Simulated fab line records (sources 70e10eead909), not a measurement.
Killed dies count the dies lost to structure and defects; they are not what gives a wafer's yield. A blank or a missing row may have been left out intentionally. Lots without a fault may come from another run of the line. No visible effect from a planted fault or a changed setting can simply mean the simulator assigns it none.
Matching of chambers / flow nand-harc / 3 sister chambers for NHARC_P_M1_DEP_33 on pecvd-01
The step deposits SiCN, target thk 30 nm. 6 wafers are shown with their chamber, then 9 later ones without.

## WAFERS, EACH WITH ITS CHAMBER
wafer=L079.2; chamber=2; heater-power-w (W)=642; heater-power-outer-w (W)=332
wafer=L087.5; chamber=0; heater-power-w (W)=649; heater-power-outer-w (W)=365
wafer=L087.6; chamber=1; heater-power-w (W)=521; heater-power-outer-w (W)=321
wafer=L088.2; chamber=1; heater-power-w (W)=557; heater-power-outer-w (W)=351
wafer=L088.3; chamber=2; heater-power-w (W)=682; heater-power-outer-w (W)=353
wafer=L088.5; chamber=0; heater-power-w (W)=622; heater-power-outer-w (W)=343

## WAFERS WHOSE CHAMBER IS MISSING
wafer=L090.3; heater-power-w (W)=586; heater-power-outer-w (W)=382
wafer=L090.5; heater-power-w (W)=624; heater-power-outer-w (W)=341
wafer=L090.6; heater-power-w (W)=597; heater-power-outer-w (W)=376
wafer=L091.1; heater-power-w (W)=566; heater-power-outer-w (W)=336
wafer=L091.3; heater-power-w (W)=624; heater-power-outer-w (W)=329
wafer=L091.4; heater-power-w (W)=631; heater-power-outer-w (W)=338
wafer=L096.1; heater-power-w (W)=505; heater-power-outer-w (W)=315
wafer=L096.3; heater-power-w (W)=721; heater-power-outer-w (W)=424
wafer=L096.4; heater-power-w (W)=744; heater-power-outer-w (W)=380

## WHICH CHAMBER EACH WENT THROUGH
wafer=L090.3; from the rows above=can't be placed: 0 or 1 or 2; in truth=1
wafer=L090.5; from the rows above=can't be placed: 0 or 2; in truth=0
wafer=L090.6; from the rows above=can't be placed: 0 or 2 or 1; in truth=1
wafer=L091.1; from the rows above=can't be placed: 1 or 0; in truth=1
wafer=L091.3; from the rows above=can't be placed: 0 or 2 or 1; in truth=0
wafer=L091.4; from the rows above=can't be placed: 0 or 2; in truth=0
wafer=L096.1; from the rows above=1; in truth=1
wafer=L096.3; from the rows above=can't be placed: 2 or 0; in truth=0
wafer=L096.4; from the rows above=can't be placed: 2 or 0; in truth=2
1 of 9 placed correctly. Not placeable from these rows: 8 (in 8, the candidates include the true chamber). Placed wrongly: 0.
How it was worked out, from the rows above alone: a wafer's distance from a chamber is the root of the sum, over the readings, of the square of ((its reading less the chamber's mean) divided by the reading's scatter). If the next closest chamber is less than 2 further off than the closest, the wafer can't be placed; otherwise it belongs to the closest. For every chamber, the mean is computed from those of its wafers that are shown. The scatter is the square root of a quotient: the sum, over the shown wafers, of each reading's squared deviation from its chamber's mean, divided by wafers minus chambers.
